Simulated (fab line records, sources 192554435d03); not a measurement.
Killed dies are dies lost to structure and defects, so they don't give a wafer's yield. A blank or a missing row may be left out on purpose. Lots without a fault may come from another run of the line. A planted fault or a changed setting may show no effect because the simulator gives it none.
Which tool did it? | flow n5_finfet | 24 lots, 72 wafers sampled, at 6 steps of a route of 1938

WHAT THE GAUGES READ, wafer by wafer
N5_BEOL_M0_RS_MEAS_126: measures by four-point-probe. Usual: M0_RS 0.525 ohm/sq, standard deviation 0.017.
lot  | measured     | on            | M0_RS (ohm/sq)    | flag
L074 | day 6 03:10  | film_metro-01 | 0.543 0.559 0.532 |
L075 | day 6 06:08  | film_metro-02 | 0.525 0.502 0.504 |
L076 | day 6 13:02  | film_metro-02 | 0.541 0.520 0.527 |
L077 | day 6 14:52  | film_metro-01 | 0.516 0.513 0.504 |
L078 | day 6 21:17  | film_metro-02 | 0.531 0.529 0.499 |
L079 | day 7 07:13  | film_metro-01 | 0.534 0.526 0.521 |
L080 | day 7 15:42  | film_metro-02 | 0.520 0.560 0.527 |
L081 | day 7 20:02  | film_metro-02 | 0.512 0.520 0.528 |
L082 | day 7 23:08  | film_metro-02 | 0.513 0.512 0.500 |
L083 | day 8 10:18  | film_metro-01 | 0.535 0.536 0.514 |
L084 | day 8 10:08  | film_metro-01 | 0.535 0.527 0.536 |
L085 | day 8 17:10  | film_metro-02 | 0.550 0.532 0.549 |
L086 | day 9 03:02  | film_metro-01 | 0.512 0.513 0.501 |
L087 | day 9 13:59  | film_metro-02 | 0.534 0.543 0.518 |
L088 | day 9 16:25  | film_metro-02 | 0.509 0.518 0.507 |
L089 | day 9 16:15  | film_metro-01 | 0.519 0.526 0.516 |
L090 | day 10 01:25 | film_metro-01 | 0.551 0.540 0.526 |
L091 | day 10 03:31 | film_metro-02 | 0.544 0.541 0.519 |
L092 | day 10 14:29 | film_metro-01 | 0.529 0.503 0.528 |
L093 | day 10 16:20 | film_metro-01 | 0.539 0.520 0.512 |
L094 | day 10 19:10 | film_metro-01 | 0.550 0.548 0.509 |
L095 | day 11 05:52 | film_metro-02 | 0.538 0.546 0.527 |
L096 | day 11 20:01 | film_metro-02 | 0.552 0.517 0.529 |
L097 | day 11 23:04 | film_metro-02 | 0.542 0.541 0.508 |

WHICH TOOL RAN EACH LOT (tool, then ch and the chambers of the sampled wafers, then the start)
lot  | N5_BEOL_M0_SAQP_PECVD_03        | N5_BEOL_M0_SAQP_RECESS_114         | N5_BEOL_M0_SAQP_SPACER2_ETCHBACK_27 | N5_BEOL_M0_PRE_CLEAN_113     | N5_BEOL_M0_ANNEAL_135
L074 | pecvd-01 ch 0,1,2, day 5 12:27  | vapor_etch-01 ch 0,1, day 5 13:43  | rie_diel-03 ch 0,1, day 5 16:26     | pvd_sputter-03, day 5 23:46  | pvd_sputter-01, day 6 01:47
L075 | pecvd-01 ch 1,2, day 5 17:21    | vapor_etch-02 ch 0,1, day 5 18:37  | rie_diel-06 ch 0,2,3, day 5 21:23   | pvd_sputter-01, day 6 04:04  | pvd_sputter-03, day 6 04:59
L076 | pecvd-04 ch 0,2, day 5 23:08    | vapor_etch-01 ch 0,1, day 6 00:19  | rie_diel-06 ch 0,3, day 6 03:02     | pvd_sputter-03, day 6 09:23  | pvd_sputter-01, day 6 11:44
L077 | pecvd-03 ch 0,2, day 6 02:26    | vapor_etch-01 ch 0,1, day 6 03:50  | rie_diel-03 ch 2,3, day 6 07:13     | pvd_sputter-03, day 6 12:25  | pvd_sputter-01, day 6 13:31
L078 | pecvd-04 ch 0,2, day 6 08:19    | vapor_etch-01 ch 0, day 6 09:43    | rie_diel-03 ch 0,2, day 6 12:56     | pvd_sputter-03, day 6 17:46  | pvd_sputter-01, day 6 18:46
L079 | pecvd-01 ch 0,2, day 6 16:48    | vapor_etch-01 ch 0,1, day 6 18:09  | rie_diel-05 ch 2,3, day 6 20:57     | pvd_sputter-02, day 7 05:17  | pvd_sputter-01, day 7 06:08
L080 | pecvd-04 ch 0,1, day 7 01:19    | vapor_etch-02 ch 0,1, day 7 02:36  | rie_diel-05 ch 2,3, day 7 06:22     | pvd_sputter-03, day 7 11:55  | pvd_sputter-03, day 7 14:37
L081 | pecvd-01 ch 0,2, day 7 05:44    | vapor_etch-02 ch 0,1, day 7 07:09  | rie_diel-05 ch 2,3, day 7 09:59     | pvd_sputter-01, day 7 15:56  | pvd_sputter-01, day 7 18:55
L082 | pecvd-01 ch 0,2, day 7 09:44    | vapor_etch-02 ch 0,1, day 7 11:09  | rie_diel-05 ch 0,2,3, day 7 13:49   | pvd_sputter-02, day 7 20:06  | pvd_sputter-02, day 7 21:14
L083 | pecvd-03 ch 0,1,2, day 7 19:28  | vapor_etch-01 ch 0,1, day 7 21:13  | rie_diel-03 ch 0,1,3, day 8 00:20   | pvd_sputter-01, day 8 07:24  | pvd_sputter-02, day 8 08:40
L084 | pecvd-03 ch 0,2, day 7 20:49    | vapor_etch-02 ch 0,1, day 7 22:03  | rie_diel-05 ch 2,3, day 8 00:50     | pvd_sputter-01, day 8 07:19  | pvd_sputter-01, day 8 08:35
L085 | pecvd-01 ch 0,1, day 8 04:37    | vapor_etch-02 ch 0,1, day 8 05:48  | rie_diel-06 ch 0,2, day 8 10:20     | pvd_sputter-01, day 8 15:04  | pvd_sputter-03, day 8 16:04
L086 | pecvd-01 ch 0,1, day 8 11:58    | vapor_etch-01 ch 0,1, day 8 13:25  | rie_diel-05 ch 1,2,3, day 8 18:40   | pvd_sputter-01, day 9 00:15  | pvd_sputter-02, day 9 01:56
L087 | pecvd-01 ch 0,1,2, day 9 02:30  | vapor_etch-01 ch 0,1, day 9 04:08  | rie_diel-05 ch 0,1,2, day 9 06:56   | pvd_sputter-01, day 9 11:39  | pvd_sputter-03, day 9 12:38
L088 | pecvd-04 ch 0,1, day 9 04:15    | vapor_etch-02 ch 0,1, day 9 05:25  | rie_diel-06 ch 1,2,3, day 9 08:56   | pvd_sputter-03, day 9 14:08  | pvd_sputter-02, day 9 15:19
L089 | pecvd-04 ch 0,1,2, day 9 04:36  | vapor_etch-02 ch 0,1, day 9 05:57  | rie_diel-06 ch 0,1,2, day 9 09:25   | pvd_sputter-03, day 9 14:04  | pvd_sputter-03, day 9 15:05
L090 | pecvd-01 ch 0,1,2, day 9 10:31  | vapor_etch-02 ch 0,1, day 9 11:51  | rie_diel-03 ch 0,1,3, day 9 14:31   | pvd_sputter-02, day 9 21:40  | pvd_sputter-01, day 9 23:15
L091 | pecvd-04 ch 1,2, day 9 13:17    | vapor_etch-02 ch 0,1, day 9 14:43  | rie_diel-03 ch 0,1,3, day 9 17:45   | pvd_sputter-01, day 10 00:01 | pvd_sputter-02, day 10 02:23
L092 | pecvd-04 ch 0,1,2, day 9 22:37  | vapor_etch-01 ch 0,1, day 9 23:56  | rie_diel-06 ch 1,2, day 10 02:43    | pvd_sputter-02, day 10 11:49 | pvd_sputter-03, day 10 12:47
L093 | pecvd-03 ch 0,1, day 10 02:28   | vapor_etch-02 ch 1, day 10 04:08   | rie_diel-05 ch 0,2,3, day 10 06:55  | pvd_sputter-02, day 10 14:05 | pvd_sputter-01, day 10 15:05
L094 | pecvd-03 ch 0,1, day 10 06:20   | vapor_etch-01 ch 0,1, day 10 07:46 | rie_diel-03 ch 0,1,3, day 10 10:23  | pvd_sputter-02, day 10 17:06 | pvd_sputter-03, day 10 18:02
L095 | pecvd-03 ch 0,1, day 10 17:42   | vapor_etch-02 ch 1, day 10 18:57   | rie_diel-05 ch 2,3, day 10 21:52    | pvd_sputter-03, day 11 03:49 | pvd_sputter-03, day 11 04:46
L096 | pecvd-04 ch 0, day 11 03:47     | vapor_etch-01 ch 0,1, day 11 05:11 | rie_diel-03 ch 1,3, day 11 08:45    | pvd_sputter-01, day 11 15:42 | pvd_sputter-03, day 11 18:14
L097 | pecvd-01 ch 0,1,2, day 11 07:40 | vapor_etch-01 ch 0,1, day 11 09:04 | rie_diel-03 ch 1,2,3, day 11 12:56  | pvd_sputter-01, day 11 20:59 | pvd_sputter-03, day 11 21:54
- N5_BEOL_M0_SAQP_PECVD_03: deposits SiCN from 3MS/NH3, target thk 12 nm, time 21.1 s.
- N5_BEOL_M0_SAQP_RECESS_114: chemistry HF/NH3, target SiO2, target depth 14.4 nm, afs cycles 3, sublimation time 60 s.
- N5_BEOL_M0_SAQP_SPACER2_ETCHBACK_27: etches SiO2 in CHF3/O2, target depth 22.5 nm, time 11.25 s.
- N5_BEOL_M0_PRE_CLEAN_113: time 30 s.
- N5_BEOL_M0_ANNEAL_135: time 60 s.

WHAT THE TOOLS THEMSELVES READ (means of the sampled wafers that have a number; where no wafer has one, the mark that the record gives instead)
N5_BEOL_M0_SAQP_PECVD_03. Usual: showerhead_plenum_p_Torr 3.669 Torr, standard deviation 0.014; throttle_valve_pct 9.2 %, standard deviation 0.39.
lot  | tool     | showerhead_plenum_p_Torr (Torr) | throttle_valve_pct (%) | flag
L074 | pecvd-01 | 3.668                           | 8.9                    |
L075 | pecvd-01 | 3.669                           | 8.9                    |
L076 | pecvd-04 | 3.683                           | 9.0                    |
L077 | pecvd-03 | 3.666                           | 9.3                    |
L078 | pecvd-04 | 3.693                           | 9.2                    |
L079 | pecvd-01 | 3.670                           | 8.9                    |
L080 | pecvd-04 | 3.659                           | 9.9                    |
L081 | pecvd-01 | 3.667                           | 8.8                    |
L082 | pecvd-01 | 3.666                           | 8.8                    |
L083 | pecvd-03 | 3.671                           | 9.4                    |
L084 | pecvd-03 | 3.666                           | 9.5                    |
L085 | pecvd-01 | 3.662                           | 9.2                    |
L086 | pecvd-01 | 3.658                           | 9.1                    |
L087 | pecvd-01 | 3.662                           | 8.8                    |
L088 | pecvd-04 | 3.672                           | 9.6                    |
L089 | pecvd-04 | 3.678                           | 9.5                    |
L090 | pecvd-01 | 3.664                           | 9.1                    |
L091 | pecvd-04 | 3.667                           | 9.5                    |
L092 | pecvd-04 | 3.673                           | 9.6                    |
L093 | pecvd-03 | 3.676                           | 9.1                    |
L094 | pecvd-03 | 3.677                           | 9.2                    |
L095 | pecvd-03 | 3.672                           | 9.2                    |
L096 | pecvd-04 | 3.690                           | 9.3                    |
L097 | pecvd-01 | 3.665                           | 9.0                    |

N5_BEOL_M0_SAQP_RECESS_114. Usual: drypump_motor_current_A 5.7 A, standard deviation 0.54.
lot  | tool          | drypump_motor_current_A (A) | flag
L074 | vapor_etch-01 | 5.5                         |
L075 | vapor_etch-02 | 5.5                         |
L076 | vapor_etch-01 | 5.7                         |
L077 | vapor_etch-01 | 5.7                         |
L078 | vapor_etch-01 | 5.8                         |
L079 | vapor_etch-01 | 5.5                         |
L080 | vapor_etch-02 | 5.5                         |
L081 | vapor_etch-02 | 5.4                         |
L082 | vapor_etch-02 | 5.4                         |
L083 | vapor_etch-01 | 5.5                         |
L084 | vapor_etch-02 | 5.5                         |
L085 | vapor_etch-02 | 5.9                         |
L086 | vapor_etch-01 | 5.7                         |
L087 | vapor_etch-01 | 5.7                         |
L088 | vapor_etch-02 | 5.5                         |
L089 | vapor_etch-02 | 5.9                         |
L090 | vapor_etch-02 | 5.5                         |
L091 | vapor_etch-02 | 5.4                         |
L092 | vapor_etch-01 | 5.5                         |
L093 | vapor_etch-02 | 6.4                         |
L094 | vapor_etch-01 | 5.7                         |
L095 | vapor_etch-02 | 6.4                         |
L096 | vapor_etch-01 | 5.7                         |
L097 | vapor_etch-01 | 5.7                         |

N5_BEOL_M0_SAQP_SPACER2_ETCHBACK_27. Usual: O2_flow_sccm 5.000 sccm, standard deviation 0.013; drypump_motor_current_A 5.6 A, standard deviation 0.46; oes_ar_750_au 0.80 a.u., standard deviation 0.064; oes_f_703_au 0.80 a.u., standard deviation 0.064; oes_product_au 0.80 a.u., standard deviation 0.064; rf_vpp_V 523 V, standard deviation 11; showerhead_plenum_p_Torr 2.41 Torr, standard deviation 0.08; throttle_valve_pct 18.82 %, standard deviation 0.15.
lot  | tool        | O2_flow_sccm (sccm) | drypump_motor_current_A (A) | oes_ar_750_au (a.u.) | oes_f_703_au (a.u.) | oes_product_au (a.u.) | rf_vpp_V (V) | showerhead_plenum_p_Torr (Torr) | throttle_valve_pct (%) | flag
L074 | rie_diel-03 | 4.998               | 5.4                         | 0.88                 | 0.89                | 0.88                  | 515          | 2.38                            | 18.65                  |
L075 | rie_diel-06 | 5.004               | 5.9                         | 0.78                 | 0.78                | 0.78                  | 526          | 2.49                            | 18.87                  |
L076 | rie_diel-06 | 4.995               | 5.8                         | 0.76                 | 0.76                | 0.76                  | 534          | 2.51                            | 18.80                  |
L077 | rie_diel-03 | 4.990               | 5.4                         | 0.81                 | 0.81                | 0.82                  | 519          | 2.47                            | 18.79                  |
L078 | rie_diel-03 | 4.995               | 5.7                         | 0.76                 | 0.77                | 0.78                  | 533          | 2.37                            | 18.64                  |
L079 | rie_diel-05 | 5.007               | 5.2                         | 0.85                 | 0.86                | 0.85                  | 522          | 2.45                            | 18.79                  |
L080 | rie_diel-05 | 5.004               | 5.2                         | 0.86                 | 0.85                | 0.85                  | 522          | 2.45                            | 18.79                  |
L081 | rie_diel-05 | 5.004               | 5.7                         | 0.81                 | 0.81                | 0.82                  | 528          | 2.43                            | 18.78                  |
L082 | rie_diel-05 | 4.991               | 5.5                         | 0.80                 | 0.80                | 0.79                  | 522          | 2.42                            | 18.86                  |
L083 | rie_diel-03 | 5.001               | 5.3                         | 0.82                 | 0.82                | 0.83                  | 518          | 2.43                            | 18.75                  |
L084 | rie_diel-05 | 4.995               | 5.2                         | 0.84                 | 0.85                | 0.84                  | 523          | 2.45                            | 18.79                  |
L085 | rie_diel-06 | 5.013               | 6.0                         | 0.78                 | 0.78                | 0.77                  | 517          | 2.46                            | 18.98                  |
L086 | rie_diel-05 | 4.992               | 5.8                         | 0.86                 | 0.86                | 0.86                  | 528          | 2.41                            | 18.75                  |
L087 | rie_diel-05 | 5.012               | 5.6                         | 0.84                 | 0.85                | 0.83                  | 522          | 2.41                            | 18.83                  |
L088 | rie_diel-06 | 4.989               | 5.7                         | 0.77                 | 0.76                | 0.77                  | 526          | 2.39                            | 19.00                  |
L089 | rie_diel-06 | 4.997               | 5.8                         | 0.77                 | 0.77                | 0.77                  | 524          | 2.38                            | 18.92                  |
L090 | rie_diel-03 | 4.989               | 5.3                         | 0.81                 | 0.81                | 0.81                  | 517          | 2.43                            | 18.77                  |
L091 | rie_diel-03 | 4.999               | 5.3                         | 0.81                 | 0.81                | 0.81                  | 518          | 2.43                            | 18.77                  |
L092 | rie_diel-06 | 5.003               | 5.8                         | 0.77                 | 0.78                | 0.77                  | 517          | 2.36                            | 19.10                  |
L093 | rie_diel-05 | 5.002               | 5.5                         | 0.78                 | 0.78                | 0.77                  | 520          | 2.41                            | 18.88                  |
L094 | rie_diel-03 | 4.998               | 5.3                         | 0.80                 | 0.81                | 0.80                  | 518          | 2.43                            | 18.78                  |
L095 | rie_diel-05 | 5.009               | 5.3                         | 0.81                 | 0.82                | 0.81                  | 523          | 2.44                            | 18.84                  |
L096 | rie_diel-03 | 4.996               | 5.2                         | 0.81                 | 0.81                | 0.82                  | 510          | 2.47                            | 18.87                  |
L097 | rie_diel-03 | 4.982               | 5.5                         | 0.80                 | 0.80                | 0.79                  | 515          | 2.40                            | 18.77                  |

N5_BEOL_M0_PRE_CLEAN_113. Usual: heater_power_w 346 W, standard deviation 34.
lot  | tool           | heater_power_w (W) | flag
L074 | pvd_sputter-03 | 338                |
L075 | pvd_sputter-01 | 373                |
L076 | pvd_sputter-03 | 360                |
L077 | pvd_sputter-03 | 319                |
L078 | pvd_sputter-03 | 317                |
L079 | pvd_sputter-02 | 307                |
L080 | pvd_sputter-03 | 340                |
L081 | pvd_sputter-01 | 357                |
L082 | pvd_sputter-02 | 345                |
L083 | pvd_sputter-01 | 371                |
L084 | pvd_sputter-01 | 368                |
L085 | pvd_sputter-01 | 365                |
L086 | pvd_sputter-01 | 359                |
L087 | pvd_sputter-01 | 357                |
L088 | pvd_sputter-03 | 339                |
L089 | pvd_sputter-03 | 316                |
L090 | pvd_sputter-02 | 334                |
L091 | pvd_sputter-01 | 357                |
L092 | pvd_sputter-02 | 356                |
L093 | pvd_sputter-02 | 368                |
L094 | pvd_sputter-02 | 349                |
L095 | pvd_sputter-03 | 311                |
L096 | pvd_sputter-01 | 367                |
L097 | pvd_sputter-01 | 356                |

N5_BEOL_M0_ANNEAL_135. Usual: heater_power_w 854 W, standard deviation 86; susceptor_temp_C_max 401.2, standard deviation 0.53.
lot  | tool           | heater_power_w (W) | susceptor_temp_C_max | flag
L074 | pvd_sputter-01 | 890                | 401.0                |
L075 | pvd_sputter-03 | 844                | 401.4                |
L076 | pvd_sputter-01 | 895                | 401.1                |
L077 | pvd_sputter-01 | 888                | 400.5                |
L078 | pvd_sputter-01 | 909                | 400.7                |
L079 | pvd_sputter-01 | 910                | 401.5                |
L080 | pvd_sputter-03 | 788                | 400.8                |
L081 | pvd_sputter-01 | 877                | 400.7                |
L082 | pvd_sputter-02 | 830                | 400.9                |
L083 | pvd_sputter-02 | 871                | 401.0                |
L084 | pvd_sputter-01 | 950                | 401.0                |
L085 | pvd_sputter-03 | 858                | 401.7                |
L086 | pvd_sputter-02 | 807                | 401.0                |
L087 | pvd_sputter-03 | 901                | 401.6                |
L088 | pvd_sputter-02 | 823                | 401.1                |
L089 | pvd_sputter-03 | 847                | 401.8                |
L090 | pvd_sputter-01 | 906                | 401.0                |
L091 | pvd_sputter-02 | 768                | 401.4                |
L092 | pvd_sputter-03 | 788                | 401.4                |
L093 | pvd_sputter-01 | 914                | 401.0                |
L094 | pvd_sputter-03 | 861                | 401.8                |
L095 | pvd_sputter-03 | 834                | 401.4                |
L096 | pvd_sputter-03 | 842                | 401.5                |
L097 | pvd_sputter-03 | 840                | 401.2                |

THE ANSWER, worked out from the rows above alone
Rule: a lot is off if the mean of its wafers that have a number lies more than 3 standard deviations from the usual mean. A lot without any number at a reading at which 4 lots or more have one is off too. The other lots that the step has rows for count as sound. The gauges are gone through in route order, then the tools' own readings, and for those a lot's mean is taken as printed above. The first step at which some lot is off is used, and at that step the reading that is off furthest; a lot without a number counts as furthest.
No lot is off at any reading shown: from this, nothing can be told.

WHAT THE SIMULATOR HAD PUT IN
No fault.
